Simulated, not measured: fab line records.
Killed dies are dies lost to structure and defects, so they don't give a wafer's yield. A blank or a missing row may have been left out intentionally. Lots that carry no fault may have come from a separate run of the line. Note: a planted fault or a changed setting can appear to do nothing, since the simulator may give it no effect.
Chamber matching + flow nand-harc + 4 sister chambers for NHARC_P_STI_CMP_21 on cmp-01
The step polishes, t overpolish 20 s, target thk 380.67 nm. 8 wafers are shown with their chamber, then 10 later ones without.

## WAFERS, EACH WITH ITS CHAMBER
| wafer  | chamber | motor-current-A (A) | overpolish-run-s (s) |
|--------|---------|---------------------|----------------------|
| L076.3 | 1       | 10.1                | 19.983               |
| L080.2 | 2       | 10.5                | 20.009               |
| L082.1 | 2       | 11.3                | 20.009               |
| L082.5 | 3       | 14.0                | 19.987               |
| L087.3 | 1       | 9.8                 | 19.994               |
| L087.5 | 0       | 11.8                | 20.002               |
| L090.2 | 0       | 11.3                | 20.019               |
| L090.5 | 3       | 13.9                | 20.000               |

## WAFERS WITHOUT THEIR CHAMBER
| wafer  | motor-current-A (A) | overpolish-run-s (s) |
|--------|---------------------|----------------------|
| L090.6 | 10.4                | 19.993               |
| L092.1 | 10.1                | 19.994               |
| L092.3 | 11.2                | 20.002               |
| L092.4 | 13.9                | 20.003               |
| L093.1 | 11.0                | 20.009               |
| L093.5 | 13.6                | 20.000               |
| L093.6 | 10.4                | 19.980               |
| L096.2 | 10.7                | 20.000               |
| L096.5 | 9.5                 | 20.009               |
| L096.6 | 10.5                | 20.008               |

## THE CHAMBER EACH PASSED THROUGH
| wafer  | from the rows above          | in truth                   |
|--------|------------------------------|----------------------------|
| L090.6 | can't be placed: 1 or 2      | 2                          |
| L092.1 | 1                            | 1                          |
| L092.3 | can't be placed: 2 or 0      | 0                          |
| L092.4 | 3                            | 3                          |
| L093.1 | can't be placed: 2 or 0      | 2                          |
| L093.5 | 3                            | 3                          |
| L093.6 | 1                            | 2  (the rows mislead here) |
| L096.2 | can't be placed: 2 or 1 or 0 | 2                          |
| L096.5 | can't be placed: 1 or 2      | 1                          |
| L096.6 | can't be placed: 2 or 1 or 0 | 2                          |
Correct placement for 3 of the 10. Cannot be placed on the basis of these rows: 6; the candidates contain the true chamber in 6. Placed wrongly: 1.
How it was worked out, from the rows above alone: a wafer's distance from a chamber is the root of the sum, over the readings, of the square of ((its reading less the chamber's mean) divided by the reading's scatter). The wafer belongs to the nearest chamber; if the next one is less than 2 further off, it can't be placed. Each chamber's mean is taken over the wafers shown for it. The scatter is the square root of a quotient: the sum, over the shown wafers, of each reading's squared deviation from its chamber's mean, divided by wafers minus chambers.
